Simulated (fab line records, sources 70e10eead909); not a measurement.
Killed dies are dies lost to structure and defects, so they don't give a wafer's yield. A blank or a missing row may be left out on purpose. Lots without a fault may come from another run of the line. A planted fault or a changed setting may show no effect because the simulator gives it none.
Which tool did it? | flow nand_harc | 14 lots, 42 wafers sampled, at 5 steps of a route of 1159

WHAT THE GAUGES READ, wafer by wafer
NHARC_A_ONON_D1_THK_MEAS_08: measures by ellipsometry.
lot  | measured     | on            | thk_nm (nm)
L272 | day 7 22:08  | film_metro-02 | 989 991 990
L276 | day 8 12:31  | film_metro-01 | 1000 999 998
L274 | day 8 12:40  | film_metro-02 | 1006 1007 1006
L277 | day 8 20:10  | film_metro-02 | 1004 1005 1006
L279 | day 9 03:47  | film_metro-01 | 1001 1001 1003
L280 | day 9 15:45  | film_metro-01 | 1542 1542 994
L282 | day 10 02:20 | film_metro-02 | 982 980 978
L281 | day 10 12:36 | film_metro-01 | 1548 1547 1003
L289 | day 11 19:28 | film_metro-01 | 1010 1014 1013
L290 | day 12 03:13 | film_metro-02 | 997 996 993
L292 | day 12 12:44 | film_metro-02 | 1003 1005 1006
L293 | day 12 12:56 | film_metro-02 | 1013 1012 1013
L294 | day 13 00:41 | film_metro-02 | 1006 1007 1007
L295 | day 13 05:50 | film_metro-02 | 1015 1015 1017

NHARC_END_SORT_01.
lot  | measured     | on        | killed_at_array | killed_at_other | killed_at_periphery | killed_dies | killed_open | killed_short
L280 | day 21 22:07 | prober-01 | 673 671 19      | 0 0 0           | 4 6 5               | 677 677 24  | 1 4 2       | 0 1 2
L281 | day 22 06:39 | prober-02 | 670 671 35      | 4 3 1           | 3 3 1               | 677 677 37  | 4 1 0       | 1 3 2

WHICH TOOL RAN EACH LOT (tool, then ch and the chambers of the sampled wafers, then the start)
lot  | NHARC_P_BONDPAD_PRE_CLEAN_26            | NHARC_P_BONDPAD_PVD_27                  | NHARC_A_ONON_D1_DEP_06
L272 | pvd_sputter-03, day 7 21:48 or earlier  | pvd_sputter-03, day 7 21:48 or earlier  | pecvd_onon-02 ch 0, day 7 21:48
L276 | pvd_sputter-01, day 8 12:04 or earlier  | pvd_sputter-01, day 8 12:04 or earlier  | pecvd_onon-04 ch 0, day 8 12:04
L274 | pvd_sputter-02, day 8 12:09 or earlier  | pvd_sputter-02, day 8 12:09 or earlier  | pecvd_onon-01 ch 0, day 8 12:09
L277 | pvd_sputter-03, day 8 19:40 or earlier  | pvd_sputter-03, day 8 19:40 or earlier  | pecvd_onon-02 ch 0, day 8 19:40
L279 | pvd_sputter-02, day 9 03:24 or earlier  | pvd_sputter-02, day 9 03:24 or earlier  | pecvd_onon-02 ch 0, day 9 03:24
L280 | pvd_sputter-01, day 9 15:14 or earlier  | pvd_sputter-01, day 9 15:14 or earlier  | pecvd_onon-02 ch 0, day 9 15:14
L282 | pvd_sputter-01, day 10 01:49 or earlier | pvd_sputter-01, day 10 01:49 or earlier | pecvd_onon-04 ch 0, day 10 01:49
L281 | pvd_sputter-02, day 10 12:09 or earlier | pvd_sputter-02, day 10 12:09 or earlier | pecvd_onon-02 ch 0, day 10 12:09
L289 | pvd_sputter-01, day 11 19:01 or earlier | pvd_sputter-01, day 11 19:01 or earlier | pecvd_onon-01 ch 0, day 11 19:01
L290 | pvd_sputter-03, day 12 02:46 or earlier | pvd_sputter-03, day 12 02:46 or earlier | pecvd_onon-01 ch 0, day 12 02:46
L292 | pvd_sputter-03, day 12 12:13 or earlier | pvd_sputter-03, day 12 12:13 or earlier | pecvd_onon-04 ch 0, day 12 12:13
L293 | pvd_sputter-03, day 12 12:29 or earlier | pvd_sputter-03, day 12 12:29 or earlier | pecvd_onon-01 ch 0, day 12 12:29
L294 | pvd_sputter-03, day 13 00:14 or earlier | pvd_sputter-03, day 13 00:14 or earlier | pecvd_onon-04 ch 0, day 13 00:14
L295 | pvd_sputter-03, day 13 05:19 or earlier | pvd_sputter-03, day 13 05:19 or earlier | pecvd_onon-04 ch 0, day 13 05:19
- NHARC_P_BONDPAD_PRE_CLEAN_26: time 30 s.
- NHARC_P_BONDPAD_PVD_27: deposits Cu, target thk 30 nm, time 20.49 s.
- NHARC_A_ONON_D1_DEP_06: target thk 1000 nm.

WHAT THE TOOLS THEMSELVES READ (means of the sampled wafers that have a number; where no wafer has one, the mark that the record gives instead)
NHARC_P_BONDPAD_PRE_CLEAN_26.
lot  | tool           | heater_power_w (W)
L272 | pvd_sputter-03 | 402
L276 | pvd_sputter-01 | 426
L274 | pvd_sputter-02 | 404
L277 | pvd_sputter-03 | 431
L279 | pvd_sputter-02 | 449
L280 | pvd_sputter-01 | 423
L282 | pvd_sputter-01 | 426
L281 | pvd_sputter-02 | 410
L289 | pvd_sputter-01 | 438
L290 | pvd_sputter-03 | 429
L292 | pvd_sputter-03 | 398
L293 | pvd_sputter-03 | 434
L294 | pvd_sputter-03 | 359
L295 | pvd_sputter-03 | 426

NHARC_P_BONDPAD_PVD_27.
lot  | tool           | throttle_valve_pct (%)
L272 | pvd_sputter-03 | 28.6
L276 | pvd_sputter-01 | 29.0
L274 | pvd_sputter-02 | 30.0
L277 | pvd_sputter-03 | 29.5
L279 | pvd_sputter-02 | 30.0
L280 | pvd_sputter-01 | 29.5
L282 | pvd_sputter-01 | 29.8
L281 | pvd_sputter-02 | 29.4
L289 | pvd_sputter-01 | 29.7
L290 | pvd_sputter-03 | 29.0
L292 | pvd_sputter-03 | 29.7
L293 | pvd_sputter-03 | 29.7
L294 | pvd_sputter-03 | 29.7
L295 | pvd_sputter-03 | 29.6

NHARC_A_ONON_D1_DEP_06.
lot  | tool          | n2_flow_sccm (sccm)
L272 | pecvd_onon-02 | 2748
L276 | pecvd_onon-04 | 2752
L274 | pecvd_onon-01 | 2734
L277 | pecvd_onon-02 | 2740
L279 | pecvd_onon-02 | 2747
L280 | pecvd_onon-02 | 2737
L282 | pecvd_onon-04 | 2758
L281 | pecvd_onon-02 | 2743
L289 | pecvd_onon-01 | 2757
L290 | pecvd_onon-01 | 2752
L292 | pecvd_onon-04 | 2745
L293 | pecvd_onon-01 | 2756
L294 | pecvd_onon-04 | 2749
L295 | pecvd_onon-04 | 2756

THE ANSWER, worked out from the rows above alone
Rule: what is usual is taken from the lots themselves. Put in order of their means at a reading, lots are off if they are a third of the lots or fewer, leave a main group of 4 or more, and stand apart from it by a gap of 3 or more times the standard deviation of the main group's means; of several such gaps the widest counts. A main group whose means are all the same, to the digits that the tables above print for the reading, isn't used. A lot without any number at a reading at which 4 lots or more have one is off too. The other lots that the step has rows for count as sound. The gauges are gone through in route order, then the tools' own readings, and for those a lot's mean is taken as printed above. The first step at which some lot is off is used, and at that step the reading that is off furthest; a lot without a number counts as furthest.
Off: L280, L281, at NHARC_A_ONON_D1_THK_MEAS_08 (thk_nm). The main group: mean 1002 nm, standard deviation 9.8.
A tool fits if, at a process step before that reading, it ran every lot that is off, and no sound lot after the first of them. The gauges at NHARC_A_ONON_D1_THK_MEAS_08 are tried like those tools. NHARC_P_BONDPAD_PRE_CLEAN_26 gives no start for some lots, so the hours and the order of its lots are those of NHARC_A_ONON_D1_DEP_06. NHARC_P_BONDPAD_PVD_27 gives no start for some lots, so the hours and the order of its lots are those of NHARC_A_ONON_D1_DEP_06. One fits: pecvd_onon-02 at NHARC_A_ONON_D1_DEP_06. Its last sound lot is L279 (day 9 03:24), its first lot that is off L280 (day 9 15:14): a fault that began between those two fits.

WHAT THE SIMULATOR HAD PUT IN
Process parameter drift: pecvd_onon-02, from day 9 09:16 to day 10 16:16, at NHARC_A_ONON_D1_DEP_06. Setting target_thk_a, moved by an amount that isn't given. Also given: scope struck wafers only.
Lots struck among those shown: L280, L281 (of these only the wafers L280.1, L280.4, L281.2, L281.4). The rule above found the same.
